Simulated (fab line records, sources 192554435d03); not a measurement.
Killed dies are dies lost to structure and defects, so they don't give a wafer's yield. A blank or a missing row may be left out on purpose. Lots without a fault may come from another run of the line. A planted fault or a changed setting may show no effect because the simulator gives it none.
Chamber matching | flow n5_finfet | N5_BEOL_M6_ETCH_66 on rie_diel-01: 4 sister chambers
The step etches SOC in N2/H2, target depth 80 nm, overetch 16 nm, time 120 s. 8 wafers are shown with their chamber, then 11 later ones without.

WAFERS WITH THEIR CHAMBER
wafer  | chamber | showerhead_plenum_p_Torr (Torr) | throttle_valve_pct (%)
L074.6 | 0       | 2.70                            | 18.05
L079.4 | 2       | 2.52                            | 17.79
L081.2 | 3       | 2.51                            | 17.67
L081.6 | 3       | 2.51                            | 17.66
L082.3 | 2       | 2.52                            | 17.80
L084.1 | 0       | 2.69                            | 18.09
L084.5 | 1       | 2.47                            | 17.77
L086.3 | 1       | 2.47                            | 17.80

WAFERS WITHOUT THEIR CHAMBER
wafer  | showerhead_plenum_p_Torr (Torr) | throttle_valve_pct (%)
L086.5 | 2.50                            | 17.69
L086.6 | 2.51                            | 17.82
L087.1 | 2.47                            | 17.81
L087.2 | 2.68                            | 18.14
L087.3 | 2.50                            | 17.72
L087.4 | 2.68                            | 18.12
L087.5 | 2.47                            | 17.83
L087.6 | 2.50                            | 17.70
L092.3 | 2.68                            | 18.13
L092.5 | 2.50                            | 17.70
L092.6 | 2.68                            | 18.13

WHICH CHAMBER EACH WENT THROUGH
wafer  | from the rows above | in truth
L086.5 | 3                   | 3
L086.6 | 2                   | 2
L087.1 | 1                   | 1
L087.2 | 0                   | 0
L087.3 | 3                   | 3
L087.4 | 0                   | 0
L087.5 | 1                   | 1
L087.6 | 3                   | 3
L092.3 | 0                   | 0
L092.5 | 3                   | 3
L092.6 | 0                   | 0
Placed correctly: 11 of 11. Can't be placed from these rows: 0. Placed wrongly: 0.
How it was worked out, from the rows above alone: a wafer's distance from a chamber is the root of the sum, over the readings, of the square of ((its reading less the chamber's mean) divided by the reading's scatter). The wafer belongs to the nearest chamber; if the next one is less than 2 further off, it can't be placed. A chamber's mean is the mean of its shown wafers. The scatter: the root of (the sum of the squares of (reading less its chamber's mean) over the shown wafers, divided by (wafers less chambers)).
